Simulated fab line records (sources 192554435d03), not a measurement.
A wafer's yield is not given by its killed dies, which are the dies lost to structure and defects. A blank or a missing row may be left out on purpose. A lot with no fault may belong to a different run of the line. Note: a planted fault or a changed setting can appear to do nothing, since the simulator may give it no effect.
Matching of chambers / flow n5_finfet / rie_diel-06 running N5_SD_EPI_P_ETCH_36: 4 sister chambers
The step etches SiARC in CF4, target depth 45.5 nm, time 75.8 s. 27 wafers are shown with their chamber, then 12 later ones without.

== WAFERS WITH THEIR CHAMBER ==
wafer=L076.1; chamber=0; drypump_motor_current_A (A)=5.7; showerhead_plenum_p_Torr (Torr)=2.20; throttle_valve_pct (%)=15.36
wafer=L076.2; chamber=1; drypump_motor_current_A (A)=5.7; showerhead_plenum_p_Torr (Torr)=2.23; throttle_valve_pct (%)=15.47
wafer=L076.3; chamber=3; drypump_motor_current_A (A)=5.2; showerhead_plenum_p_Torr (Torr)=2.07; throttle_valve_pct (%)=15.73
wafer=L076.4; chamber=2; drypump_motor_current_A (A)=6.7; showerhead_plenum_p_Torr (Torr)=2.09; throttle_valve_pct (%)=15.60
wafer=L076.5; chamber=1; drypump_motor_current_A (A)=5.7; showerhead_plenum_p_Torr (Torr)=2.23; throttle_valve_pct (%)=15.48
wafer=L076.6; chamber=0; drypump_motor_current_A (A)=5.7; showerhead_plenum_p_Torr (Torr)=2.20; throttle_valve_pct (%)=15.39
wafer=L078.1; chamber=1; drypump_motor_current_A (A)=5.7; showerhead_plenum_p_Torr (Torr)=2.23; throttle_valve_pct (%)=15.48
wafer=L078.3; chamber=3; drypump_motor_current_A (A)=5.2; showerhead_plenum_p_Torr (Torr)=2.07; throttle_valve_pct (%)=15.73
wafer=L078.4; chamber=0; drypump_motor_current_A (A)=5.7; showerhead_plenum_p_Torr (Torr)=2.20; throttle_valve_pct (%)=15.39
wafer=L079.2; chamber=1; drypump_motor_current_A (A)=5.7; showerhead_plenum_p_Torr (Torr)=2.23; throttle_valve_pct (%)=15.48
wafer=L079.3; chamber=0; drypump_motor_current_A (A)=5.7; showerhead_plenum_p_Torr (Torr)=2.20; throttle_valve_pct (%)=15.38
wafer=L079.4; chamber=2; drypump_motor_current_A (A)=6.7; showerhead_plenum_p_Torr (Torr)=2.09; throttle_valve_pct (%)=15.61
wafer=L082.1; chamber=0; drypump_motor_current_A (A)=5.7; showerhead_plenum_p_Torr (Torr)=2.20; throttle_valve_pct (%)=15.40
wafer=L082.2; chamber=3; drypump_motor_current_A (A)=5.2; showerhead_plenum_p_Torr (Torr)=2.07; throttle_valve_pct (%)=15.75
wafer=L082.3; chamber=2; drypump_motor_current_A (A)=6.7; showerhead_plenum_p_Torr (Torr)=2.08; throttle_valve_pct (%)=15.63
wafer=L082.4; chamber=1; drypump_motor_current_A (A)=5.7; showerhead_plenum_p_Torr (Torr)=2.23; throttle_valve_pct (%)=15.48
wafer=L082.5; chamber=2; drypump_motor_current_A (A)=6.8; showerhead_plenum_p_Torr (Torr)=2.08; throttle_valve_pct (%)=15.62
wafer=L082.6; chamber=3; drypump_motor_current_A (A)=5.1; showerhead_plenum_p_Torr (Torr)=2.07; throttle_valve_pct (%)=15.76
wafer=L083.2; chamber=3; drypump_motor_current_A (A)=5.2; showerhead_plenum_p_Torr (Torr)=2.07; throttle_valve_pct (%)=15.75
wafer=L083.3; chamber=0; drypump_motor_current_A (A)=5.7; showerhead_plenum_p_Torr (Torr)=2.19; throttle_valve_pct (%)=15.41
wafer=L083.6; chamber=3; drypump_motor_current_A (A)=5.2; showerhead_plenum_p_Torr (Torr)=2.07; throttle_valve_pct (%)=15.75
wafer=L085.1; chamber=3; drypump_motor_current_A (A)=5.2; showerhead_plenum_p_Torr (Torr)=2.06; throttle_valve_pct (%)=15.76
wafer=L085.2; chamber=1; drypump_motor_current_A (A)=5.7; showerhead_plenum_p_Torr (Torr)=2.23; throttle_valve_pct (%)=15.50
wafer=L085.6; chamber=2; drypump_motor_current_A (A)=6.7; showerhead_plenum_p_Torr (Torr)=2.08; throttle_valve_pct (%)=15.64
wafer=L088.1; chamber=3; drypump_motor_current_A (A)=5.2; showerhead_plenum_p_Torr (Torr)=2.06; throttle_valve_pct (%)=15.77
wafer=L088.2; chamber=0; drypump_motor_current_A (A)=5.7; showerhead_plenum_p_Torr (Torr)=2.19; throttle_valve_pct (%)=15.42
wafer=L088.5; chamber=2; drypump_motor_current_A (A)=6.7; showerhead_plenum_p_Torr (Torr)=2.08; throttle_valve_pct (%)=15.63

SIGNATURES, as means of the wafers listed above
reading=drypump_motor_current_A; chamber 0=5.700; chamber 1=5.700; chamber 2=6.717; chamber 3=5.188; scatter within a chamber=0.0273
reading=showerhead_plenum_p_Torr; chamber 0=2.1971; chamber 1=2.2300; chamber 2=2.0833; chamber 3=2.0675; scatter within a chamber=0.0043
reading=throttle_valve_pct; chamber 0=15.3929; chamber 1=15.4817; chamber 2=15.6217; chamber 3=15.7500; scatter within a chamber=0.0152
Rule: a wafer's distance from a chamber is the root of the sum, over the readings, of the square of ((its reading less the chamber's mean) divided by the reading's scatter). The wafer belongs to the nearest chamber; if the next one is less than 2 further off, it can't be placed. The scatter is the square root of a quotient: the sum, over the shown wafers, of each reading's squared deviation from its chamber's mean, divided by wafers minus chambers.

== WAFERS WITH NO CHAMBER GIVEN ==
wafer=L089.2; drypump_motor_current_A (A)=6.7; showerhead_plenum_p_Torr (Torr)=2.08; throttle_valve_pct (%)=15.65
wafer=L089.5; drypump_motor_current_A (A)=5.1; showerhead_plenum_p_Torr (Torr)=2.06; throttle_valve_pct (%)=15.76
wafer=L089.6; drypump_motor_current_A (A)=5.7; showerhead_plenum_p_Torr (Torr)=2.19; throttle_valve_pct (%)=15.41
wafer=L091.1; drypump_motor_current_A (A)=5.2; showerhead_plenum_p_Torr (Torr)=2.06; throttle_valve_pct (%)=15.78
wafer=L091.3; drypump_motor_current_A (A)=5.7; showerhead_plenum_p_Torr (Torr)=2.19; throttle_valve_pct (%)=15.42
wafer=L091.6; drypump_motor_current_A (A)=5.7; showerhead_plenum_p_Torr (Torr)=2.22; throttle_valve_pct (%)=15.53
wafer=L092.1; drypump_motor_current_A (A)=5.7; showerhead_plenum_p_Torr (Torr)=2.19; throttle_valve_pct (%)=15.44
wafer=L092.2; drypump_motor_current_A (A)=5.2; showerhead_plenum_p_Torr (Torr)=2.06; throttle_valve_pct (%)=15.77
wafer=L092.5; drypump_motor_current_A (A)=6.7; showerhead_plenum_p_Torr (Torr)=2.08; throttle_valve_pct (%)=15.65
wafer=L096.1; drypump_motor_current_A (A)=6.7; showerhead_plenum_p_Torr (Torr)=2.08; throttle_valve_pct (%)=15.67
wafer=L096.3; drypump_motor_current_A (A)=5.2; showerhead_plenum_p_Torr (Torr)=2.06; throttle_valve_pct (%)=15.79
wafer=L096.5; drypump_motor_current_A (A)=5.7; showerhead_plenum_p_Torr (Torr)=2.22; throttle_valve_pct (%)=15.54

== THE CHAMBER EACH PASSED THROUGH ==
wafer=L089.2; from the rows above=2; in truth=2
wafer=L089.5; from the rows above=3; in truth=3
wafer=L089.6; from the rows above=0; in truth=0
wafer=L091.1; from the rows above=3; in truth=3
wafer=L091.3; from the rows above=0; in truth=0
wafer=L091.6; from the rows above=1; in truth=1
wafer=L092.1; from the rows above=0; in truth=0
wafer=L092.2; from the rows above=3; in truth=3
wafer=L092.5; from the rows above=2; in truth=2
wafer=L096.1; from the rows above=2; in truth=2
wafer=L096.3; from the rows above=3; in truth=3
wafer=L096.5; from the rows above=1; in truth=1
Correctly placed: 12 of 12. From these rows, 0 cannot be placed. 0 placed wrongly.
